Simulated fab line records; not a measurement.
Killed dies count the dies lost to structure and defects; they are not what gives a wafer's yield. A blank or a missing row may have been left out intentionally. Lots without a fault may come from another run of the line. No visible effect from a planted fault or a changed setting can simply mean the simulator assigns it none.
Matching of chambers | flow n5_finfet | N5_BEOL_M10_DESCUM_33 on rie_diel-03: 4 sister chambers
The step chemistry O2, time 7.9 s. 18 wafers are shown with their chamber, then 9 later ones without.

## WAFERS WITH THEIR CHAMBER
wafer  | chamber | drypump_motor_current_A (A) | throttle_valve_pct (%) | showerhead_plenum_p_Torr (Torr)
L075.1 | 3       | 6.0                         | 20.64                  | 2.03
L075.3 | 1       | 5.4                         | 20.51                  | 2.16
L075.4 | 2       | 5.0                         | 20.78                  | 2.13
L079.1 | 2       | 5.0                         | 20.78                  | 2.13
L079.3 | 0       | 5.2                         | 20.12                  | 2.11
L079.4 | 1       | 5.4                         | 20.52                  | 2.16
L078.2 | 2       | 5.0                         | 20.80                  | 2.13
L078.4 | 0       | 5.2                         | 20.13                  | 2.11
L078.5 | 3       | 5.9                         | 20.63                  | 2.03
L086.1 | 0       | 5.2                         | 20.17                  | 2.10
L086.3 | 2       | 5.0                         | 20.83                  | 2.12
L086.4 | 3       | 5.9                         | 20.67                  | 2.02
L088.1 | 0       | 5.2                         | 20.17                  | 2.10
L088.4 | 3       | 5.9                         | 20.68                  | 2.02
L088.5 | 2       | 5.0                         | 20.82                  | 2.12
L091.3 | 3       | 6.0                         | 20.68                  | 2.02
L091.4 | 3       | 6.0                         | 20.66                  | 2.02
L091.6 | 2       | 5.0                         | 20.84                  | 2.12

SIGNATURES (averages over the wafers above)
reading                  | chamber 0 | chamber 1 | chamber 2 | chamber 3 | scatter within a chamber
drypump_motor_current_A  | 5.200     | 5.400     | 5.000     | 5.950     | 0.0327
throttle_valve_pct       | 20.1475   | 20.5150   | 20.8083   | 20.6600   | 0.0233
showerhead_plenum_p_Torr | 2.1050    | 2.1600    | 2.1250    | 2.0233    | 0.00523
Rule: distance of a wafer from a chamber = root of the sum over the readings of ((wafer's reading minus chamber's mean) / reading's scatter) squared. The wafer belongs to the nearest chamber; if the next one is less than 2 further off, it can't be placed. How the scatter is found: for the shown wafers, subtract from each reading the mean of its chamber, square and add these, divide the total by (wafers less chambers), then take the root.

## WAFERS WHOSE CHAMBER IS MISSING
wafer  | drypump_motor_current_A (A) | throttle_valve_pct (%) | showerhead_plenum_p_Torr (Torr)
L090.1 | 5.9                         | 20.68                  | 2.02
L090.3 | 5.5                         | 20.57                  | 2.15
L090.5 | 5.2                         | 20.17                  | 2.10
L092.3 | 5.0                         | 20.84                  | 2.11
L092.4 | 5.5                         | 20.56                  | 2.15
L092.6 | 5.2                         | 20.17                  | 2.10
L096.1 | 5.9                         | 20.70                  | 2.02
L096.5 | 5.0                         | 20.85                  | 2.11
L096.6 | 5.2                         | 20.18                  | 2.09

## EACH ONE'S CHAMBER
wafer  | from the rows above | in truth
L090.1 | 3                   | 3
L090.3 | 1                   | 1
L090.5 | 0                   | 0
L092.3 | 2                   | 2
L092.4 | 1                   | 1
L092.6 | 0                   | 0
L096.1 | 3                   | 3
L096.5 | 2                   | 2
L096.6 | 0                   | 0
Correct placement for 9 of the 9. Number that these rows cannot place: 0. 0 placed wrongly.
